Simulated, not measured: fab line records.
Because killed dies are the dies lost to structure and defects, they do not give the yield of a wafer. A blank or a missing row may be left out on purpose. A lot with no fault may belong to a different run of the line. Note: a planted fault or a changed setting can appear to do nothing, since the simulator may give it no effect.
Matching of chambers ; flow n5Finfet ; rieDiel-04 running N5_BEOL_M4_STRIP_36: 4 sister chambers
The step strips in N2/H2. 14 wafers are shown with their chamber, then 7 later ones without.

## WAFERS, EACH WITH ITS CHAMBER
wafer;chamber;drypumpMotorCurrentA (A);showerheadPlenumPTorr (Torr);oesProductAu (a.u.)
L079.1;3;4.9;2.43;0.73
L079.3;1;5.8;2.58;0.85
L079.4;2;4.9;2.62;0.70
L086.1;0;6.0;2.66;0.73
L086.3;1;5.8;2.57;0.83
L086.4;3;4.9;2.43;0.71
L089.1;3;4.9;2.42;0.71
L089.3;2;4.9;2.61;0.69
L089.4;0;6.0;2.66;0.72
L091.2;1;5.8;2.57;0.83
L091.3;0;6.0;2.65;0.73
L091.5;3;4.9;2.42;0.71
L090.1;0;6.1;2.65;0.73
L090.4;3;4.9;2.42;0.70

SIGNATURES (averages over the wafers above)
reading;chamber 0;chamber 1;chamber 2;chamber 3;scatter within a chamber
drypumpMotorCurrentA;6.025;5.800;4.900;4.900;0.0274
showerheadPlenumPTorr;2.6550;2.5733;2.6150;2.4240;0.0058
oesProductAu;0.7275;0.8367;0.6950;0.7120;0.00934
Rule: distance of a wafer from a chamber = root of the sum over the readings of ((wafer's reading minus chamber's mean) / reading's scatter) squared. The wafer belongs to the nearest chamber; if the next one is less than 2 further off, it can't be placed. The scatter is the square root of a quotient: the sum, over the shown wafers, of each reading's squared deviation from its chamber's mean, divided by wafers minus chambers.

## WAFERS WITHOUT THEIR CHAMBER
wafer;drypumpMotorCurrentA (A);showerheadPlenumPTorr (Torr);oesProductAu (a.u.)
L090.6;4.9;2.61;0.68
L093.3;4.9;2.42;0.71
L093.4;4.9;2.61;0.69
L093.5;6.0;2.65;0.73
L094.1;5.8;2.56;0.81
L094.4;6.0;2.65;0.72
L094.6;5.8;2.56;0.80

## CHAMBER TAKEN BY EACH
wafer;from the rows above;in truth
L090.6;2;2
L093.3;3;3
L093.4;2;2
L093.5;0;0
L094.1;1;1
L094.4;0;0
L094.6;1;1
7 of 7 placed correctly. From these rows, 0 cannot be placed. 0 placed wrongly.
